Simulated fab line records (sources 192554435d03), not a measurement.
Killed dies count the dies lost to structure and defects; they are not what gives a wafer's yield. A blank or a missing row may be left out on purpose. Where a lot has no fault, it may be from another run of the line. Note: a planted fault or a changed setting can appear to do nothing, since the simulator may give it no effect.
Split-lot trial -- flow n5-finfet -- route with 1938 steps; 7 lots, 21 wafers read

== SPLIT DETAILS ==
At N5_FIN_SAQP_PECVD_06 (deposits a-Si from SiH4/He, target thk 60 nm, time 48.1 s), the setting time-s was moved away from the recipe's 48.1 s on 11 of the 21 wafers read, by -12.4% to +8.3%. The other wafers ran this setting at the recipe's value.

== SPLIT TO READING: what lies between them in the file, 1 step ==
- N5_FIN_SAQP_THK_MEAS_07

== THE READING ==
etch.depth-nm (the simulator's own value, which no gauge read), in nm, at N5_FIN_SAQP_MANDREL_ETCH_22 (etches a-Si in HBr/Cl2, stops on SiNx, target depth 60 nm, bt time 10 s, time 30 s). There is no usual value for it anywhere in the file. Here, 10 wafers ran the recipe; their average is 60.34 nm with a standard deviation of 1 nm.

wafer,"tool, chamber at the split","time-s as run, s",against the recipe,"etch.depth-nm, nm",against lot-mates on the recipe
L075.2,"pecvd-02, 2",45.3,-5.8%,55.5,-6.42
L075.4,"pecvd-02, 1",48.1,recipe,61.92,-
L075.6,"pecvd-02, 2",45.3,-5.8%,57.18,-4.74
L077.3,"pecvd-03, 2",51.35,+6.8%,64.98,+3.07
L077.5,"pecvd-03, 2",48.1,recipe,61.91,-
L077.6,"pecvd-03, 0",51.35,+6.8%,65.23,+3.32
L078.2,"pecvd-03, 0",48.1,recipe,59.36,-
L078.4,"pecvd-03, 1",48.1,recipe,61.05,-
L078.6,"pecvd-03, 0",48.1,recipe,60.6,-
L079.2,"pecvd-01, 2",52.1,+8.3%,63.06,+4.29
L079.4,"pecvd-01, 0",52.1,+8.3%,66.58,+7.81
L079.6,"pecvd-01, 2",48.1,recipe,58.77,-
L086.1,"pecvd-02, 2",48.1,recipe,59.4,-
L086.2,"pecvd-02, 1",42.13,-12.4%,52.43,-6.97
L086.6,"pecvd-02, 1",42.13,-12.4%,53.43,-5.97
L087.2,"pecvd-02, 1",45.4,-5.6%,57.66,-2.06
L087.3,"pecvd-02, 2",48.1,recipe,59.72,-
L087.6,"pecvd-02, 2",45.4,-5.6%,56.89,-2.83
L089.2,"pecvd-03, 0",48.1,recipe,59.73,-
L089.5,"pecvd-03, 2",44.72,-7.0%,57.36,-2.98
L089.6,"pecvd-03, 0",48.1,recipe,60.95,-

FIT RESULTS
A straight line over all 21 wafers: etch.depth-nm changes by +0.594 nm for each +1% of time-s; r = +0.96; the points scatter about the line by 1.1 nm.
The same after taking each lot's own level away (the mean of its wafers on the recipe; 21 wafers): +0.583 nm for each +1%; r = +0.95; scatter 1.2 nm.
According to that fit, moving time-s by its largest amount changes the reading by 7.2 nm.
From 58.770 to 61.920 nm: that is the span of the lots' own levels, equal to 3.0 times the standard deviation above.
Hence the lot-to-lot level has little effect on the slope; both slopes agree.
Check: for one of the wafers moved furthest among these (-12.4%), held out of the fit, the line's prediction against its lot-mates is -7.27 nm. Against them it came out at -6.97 nm.

== FURTHER SPLITS ON THESE WAFERS ==
These wafers also went through other splits before the reading. Each is held against what the fit with the lots' levels taken away leaves over:
other split on the same wafers,wafers away from the commonest value,r with etch.depth-nm (lot level and that fit taken away)
N5_FIN_SAQP_HM_DEP_03 time-s,7,+0.12

== THE WHOLE CHAIN: every reading that the file lists as answering this split, in the file's order ==
step,what it does,reading,change (the file's fit),r (the file's)
N5_FIN_SAQP_PECVD_06,"deposits a-Si from SiH4/He, target thk 60 nm, time 48.1 s","a-Si_of_FIN_SAQP_PECVD_06.thk-nm (the simulator's own value, which no gauge read)",+0.569 nm for each +1% of the setting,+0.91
N5_FIN_SAQP_THK_MEAS_07,,thk-nm,withheld for each +1% of the setting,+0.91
N5_FIN_SAQP_MANDREL_ETCH_22,"etches a-Si in HBr/Cl2, stops on SiNx, target depth 60 nm, bt time 10 s, time 30 s","etch.depth-nm (the simulator's own value, which no gauge read)",+0.572 nm for each +1% of the setting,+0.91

== THE FILE'S OWN FIT ==
etch.depth-nm changes by +0.572 nm for each +1% of time-s, r = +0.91.
